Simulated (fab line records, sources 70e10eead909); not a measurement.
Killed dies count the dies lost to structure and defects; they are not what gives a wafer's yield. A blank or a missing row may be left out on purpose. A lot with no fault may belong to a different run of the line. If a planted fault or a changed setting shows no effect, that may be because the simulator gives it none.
Which tool did it? | flow nand-harc | 33 wafers from 11 lots sampled at 5 of the route's 1159 steps

== WHAT EACH GAUGE READ, for each wafer ==
NHARC_END_SORT_01. Usual: killed-at-array 28, standard deviation 10; killed-at-other 0.5, standard deviation 0.82; killed-at-periphery 3.4, standard deviation 2.2; killed-dies 31, standard deviation 10; killed-open 3.4, standard deviation 1.9; killed-short 1.9, standard deviation 1.3.
lot  | measured     | on        | killed-at-array | killed-at-other | killed-at-periphery | killed-dies | killed-open | killed-short | flag
L471 | day 24 03:14 | prober-02 | 673 673 674     | 0 0 0           | 4 4 3               | 677 677 677 | 3 7 7       | 1 3 4        | OFF
L478 | day 24 09:18 | prober-01 | 675 676 675     | 0 0 0           | 2 1 2               | 677 677 677 | 2 1 1       | 3 4 1        | OFF

== WHICH TOOL RAN EACH LOT (tool, then ch and the chambers of the sampled wafers, then the start) ==
lot  | NHARC_A_STAIRCASE_DESCUM_219       | NHARC_A_STAIRCASE_ETCH_221         | NHARC_A_STAIRCASE_ETCH_223                  | NHARC_A_STAIRCASE_TRIM_231
L459 | rie-diel-10 ch 1,2,3, day 10 23:24 | rie-diel-10 ch 1,2,3, day 10 23:52 | rie-diel-10 ch 1,2,3, no start              | rie-diel-10 ch 1,2,3, no start
L463 | rie-diel-02 ch 2,3, day 12 04:03   | rie-diel-02 ch 1,2, day 12 04:17   | rie-diel-02 ch 0,1,2, no start              | rie-diel-02 ch 0,1,2, no start
L464 | rie-diel-10 ch 1,2,3, day 12 08:53 | rie-diel-10 ch 0,2, day 12 09:10   | rie-diel-10 ch 0,2,3, no start              | rie-diel-10 ch 1,2, no start
L465 | rie-diel-06 ch 0,2,3, day 12 15:21 | rie-diel-06 ch 0,3, day 12 15:34   | rie-diel-06 ch 2,3, no start                | rie-diel-02 ch 0,1, no start
L467 | rie-diel-02 ch 0,2,3, day 13 07:57 | rie-diel-02 ch 1,2,3, day 13 08:11 | rie-diel-02 ch 0,2,3, no start              | rie-diel-02 ch 0,1,2, no start
L470 | rie-diel-02 ch 1,2,3, day 14 01:17 | rie-diel-02 ch 0,3, day 14 01:31   | rie-diel-02 ch 0,2, no start                | rie-diel-02 ch 0,1,2, no start
L471 | rie-diel-10 ch 0,1,2, day 14 21:08 | rie-diel-10 ch 2,3, day 14 21:25   | rie-diel-10 ch 0,1, day 24 03:14 or earlier | rie-diel-10 ch 1,3, day 24 03:14 or earlier
L478 | rie-diel-10 ch 1,2,3, day 15 17:14 | rie-diel-10 ch 1,2,3, day 15 17:29 | rie-diel-06 ch 1,2,3, day 15 17:44          | rie-diel-06 ch 0,1,3, day 24 09:18 or earlier
L481 | rie-diel-02 ch 0,1, day 16 08:34   | rie-diel-02 ch 1,2,3, day 16 08:52 | rie-diel-02 ch 0,3, no start                | rie-diel-02 ch 0,1,3, no start
L480 | rie-diel-02 ch 2,3, day 16 11:17   | rie-diel-02 ch 0,1,2, day 16 11:31 | rie-diel-02 ch 1,3, no start                | rie-diel-10 ch 1,2, no start
L482 | rie-diel-06 ch 0,1,2, day 17 05:35 | rie-diel-06 ch 0,1,3, day 17 05:50 | rie-diel-06 ch 0,2,3, no start              | rie-diel-10 ch 0,2, no start
- NHARC_A_STAIRCASE_DESCUM_219: chemistry O2, time 3 s.
- NHARC_A_STAIRCASE_ETCH_221: etches the open film in C4F8/O2, target depth 100 nm, time 40.5 s.
- NHARC_A_STAIRCASE_ETCH_223: etches the open film in C4F8/O2, target depth 100 nm, time 40.5 s.
- NHARC_A_STAIRCASE_TRIM_231: chemistry O2, time 211.2 s.

== WHAT THE TOOLS THEMSELVES READ (means of the sampled wafers that have a number; where no wafer has one, the mark that the record gives instead) ==
NHARC_A_STAIRCASE_DESCUM_219. Usual: chamber-pressure-mTorr is 60.01 mTorr with standard deviation 0.054, drypump-motor-current-A is 5.9 A with standard deviation 0.42, mfc-ar-sccm is 0.009 sccm with standard deviation 0.011, oes-product-au is 0.999 a.u. with standard deviation 0.0089, rf-vpp-V is 57.8 V with standard deviation 0.98, showerhead-plenum-p-Torr is 1.92 Torr with standard deviation 0.087, and throttle-valve-pct is 11.310 % with standard deviation 0.0093.
lot  | tool        | chamber-pressure-mTorr (mTorr) | drypump-motor-current-A (A) | mfc-ar-sccm (sccm) | oes-product-au (a.u.) | rf-vpp-V (V) | showerhead-plenum-p-Torr (Torr) | throttle-valve-pct (%) | flag
L459 | rie-diel-10 | 60.01                          | 6.0                         | 0.001              | 0.997                 | 57.1         | 1.94                            | 11.309                 |
L463 | rie-diel-02 | 59.94                          | 5.9                         | 0.008              | 1.000                 | 57.9         | 1.92                            | 11.309                 |
L464 | rie-diel-10 | 59.96                          | 6.0                         | 0.001              | 0.998                 | 58.1         | 1.94                            | 11.317                 |
L465 | rie-diel-06 | 59.98                          | 6.0                         | 0.004              | 0.996                 | 58.9         | 1.95                            | 11.315                 |
L467 | rie-diel-02 | 60.05                          | 5.8                         | 0.008              | 0.994                 | 57.6         | 1.88                            | 11.306                 |
L470 | rie-diel-02 | 59.99                          | 5.6                         | 0.016              | 0.992                 | 57.9         | 1.89                            | 11.311                 |
L471 | rie-diel-10 | 59.99                          | 6.1                         | 0.010              | 1.000                 | 59.0         | 2.01                            | 11.307                 |
L478 | rie-diel-10 | 59.98                          | 6.0                         | 0.001              | 1.000                 | 58.3         | 1.93                            | 11.310                 |
L481 | rie-diel-02 | 60.01                          | 5.6                         | 0.015              | 0.991                 | 57.5         | 1.83                            | 11.313                 |
L480 | rie-diel-02 | 60.03                          | 6.0                         | 0.008              | 1.009                 | 57.2         | 1.91                            | 11.315                 |
L482 | rie-diel-06 | 60.03                          | 6.0                         | 0.008              | 1.004                 | 58.4         | 1.96                            | 11.317                 |

NHARC_A_STAIRCASE_ETCH_221. Usual: chamber-pressure-mTorr 24.998 mTorr, standard deviation 0.023; oes-product-au 0.941 a.u., standard deviation 0.015; rf-vpp-V 896 V, standard deviation 5.6.
lot  | tool        | chamber-pressure-mTorr (mTorr) | oes-product-au (a.u.) | rf-vpp-V (V) | flag
L459 | rie-diel-10 | 24.990                         | 0.927                 | 898          |
L463 | rie-diel-02 | 24.993                         | 0.956                 | 893          |
L464 | rie-diel-10 | 24.993                         | 0.942                 | 901          |
L465 | rie-diel-06 | 25.012                         | 0.945                 | 896          |
L467 | rie-diel-02 | 25.003                         | 0.947                 | 895          |
L470 | rie-diel-02 | 24.997                         | 0.935                 | 892          |
L471 | rie-diel-10 | 25.005                         | 0.757                 | 894          | OFF
L478 | rie-diel-10 | 24.989                         | 0.757                 | 897          | OFF
L481 | rie-diel-02 | 25.011                         | 0.935                 | 895          |
L480 | rie-diel-02 | 24.997                         | 0.944                 | 891          |
L482 | rie-diel-06 | 24.989                         | 0.957                 | 900          |

NHARC_A_STAIRCASE_ETCH_223. Usual: chamber-pressure-mTorr 25.003 mTorr, standard deviation 0.023; oes-product-au 0.942 a.u., standard deviation 0.016; rf-vpp-V 896 V, standard deviation 5.7.
lot  | tool        | chamber-pressure-mTorr (mTorr) | oes-product-au (a.u.) | rf-vpp-V (V) | flag
L459 | rie-diel-10 | 25.015                         | 0.930                 | 898          |
L463 | rie-diel-02 | 24.981                         | 0.941                 | 893          |
L464 | rie-diel-10 | 25.001                         | 0.947                 | 895          |
L465 | rie-diel-06 | 25.001                         | 0.952                 | 901          |
L467 | rie-diel-02 | 25.015                         | 0.934                 | 894          |
L470 | rie-diel-02 | 25.009                         | 0.943                 | 891          |
L471 | rie-diel-10 | 25.003                         | 0.927                 | 904          |
L478 | rie-diel-06 | 24.990                         | 0.940                 | 900          |
L481 | rie-diel-02 | 24.996                         | 0.931                 | 893          |
L480 | rie-diel-02 | 25.001                         | 0.934                 | 895          |
L482 | rie-diel-06 | 24.997                         | 0.961                 | 898          |

NHARC_A_STAIRCASE_TRIM_231. Usual: chamber-pressure-mTorr is 60.01 mTorr with standard deviation 0.053, drypump-motor-current-A is 6.0 A with standard deviation 0.36, mfc-ar-sccm is 0.008 sccm with standard deviation 0.011, oes-product-au is 1.000 a.u. with standard deviation 0.01, rf-vpp-V is 57.9 V with standard deviation 0.91, showerhead-plenum-p-Torr is 3.58 Torr with standard deviation 0.17, and throttle-valve-pct is 17.034 % with standard deviation 0.0072.
lot  | tool        | chamber-pressure-mTorr (mTorr) | drypump-motor-current-A (A) | mfc-ar-sccm (sccm) | oes-product-au (a.u.) | rf-vpp-V (V) | showerhead-plenum-p-Torr (Torr) | throttle-valve-pct (%) | flag
L459 | rie-diel-10 | 59.95                          | 6.0                         | 0.001              | 1.004                 | 56.9         | 3.57                            | 17.041                 |
L463 | rie-diel-02 | 60.04                          | 5.6                         | 0.016              | 0.990                 | 57.3         | 3.43                            | 17.027                 |
L464 | rie-diel-10 | 59.99                          | 6.1                         | 0.000              | 0.996                 | 58.2         | 3.69                            | 17.038                 |
L465 | rie-diel-02 | 59.97                          | 5.6                         | 0.015              | 0.988                 | 57.8         | 3.41                            | 17.035                 |
L467 | rie-diel-02 | 60.02                          | 5.5                         | 0.016              | 0.994                 | 57.3         | 3.42                            | 17.031                 |
L470 | rie-diel-02 | 59.98                          | 5.6                         | 0.016              | 0.999                 | 57.2         | 3.42                            | 17.040                 |
L471 | rie-diel-10 | 59.99                          | 5.9                         | 0.001              | 0.998                 | 58.0         | 3.43                            | 17.040                 |
L478 | rie-diel-06 | 60.03                          | 6.2                         | 0.004              | 1.005                 | 58.3         | 3.64                            | 17.034                 |
L481 | rie-diel-02 | 60.01                          | 5.9                         | 0.007              | 0.994                 | 57.4         | 3.44                            | 17.034                 |
L480 | rie-diel-10 | 60.00                          | 6.1                         | 0.000              | 0.992                 | 57.7         | 3.67                            | 17.035                 |
L482 | rie-diel-10 | 60.02                          | 6.3                         | 0.010              | 0.988                 | 58.0         | 3.64                            | 17.036                 |

== THE ANSWER, worked out from the rows above alone ==
Rule: lot off if the mean of its wafers having a number is beyond 3 standard deviations from the usual mean. Also off: a lot with no number at a reading for which 4 or more lots have one. All remaining lots with rows at the step are treated as sound. After the gauges, taken in route order, come the tools' own readings; for these a lot's mean is taken, as printed above. At the first step where some lot is off, the reading lying furthest off is the one used; lots without a number count as furthest.
Off: L471, L478 (NHARC_END_SORT_01, killed-at-array). Neither off nor sound, because the step has no rows for them: L459, L463, L464, L465, L467, L470, L481, L480, L482.
If a tool, at a process step before that reading, ran all the lots that are off and no sound lot after the first of them, it fits. Not tried: the gauges at NHARC_END_SORT_01; whatever is off there is also off at NHARC_A_STAIRCASE_ETCH_221, on other tools, and gauge error can't account for it. NHARC_A_STAIRCASE_ETCH_223: start missing for some lots; hours and lot order therefore follow NHARC_END_SORT_01. NHARC_A_STAIRCASE_TRIM_231: start missing for some lots; hours and lot order therefore follow NHARC_END_SORT_01. One fits: NHARC_A_STAIRCASE_DESCUM_219 and NHARC_A_STAIRCASE_ETCH_221 on rie-diel-10. It ran no sound lot before its first lot that is off in this sample, so the start can't be narrowed down.

== WHAT THE SIMULATOR PUT IN ==
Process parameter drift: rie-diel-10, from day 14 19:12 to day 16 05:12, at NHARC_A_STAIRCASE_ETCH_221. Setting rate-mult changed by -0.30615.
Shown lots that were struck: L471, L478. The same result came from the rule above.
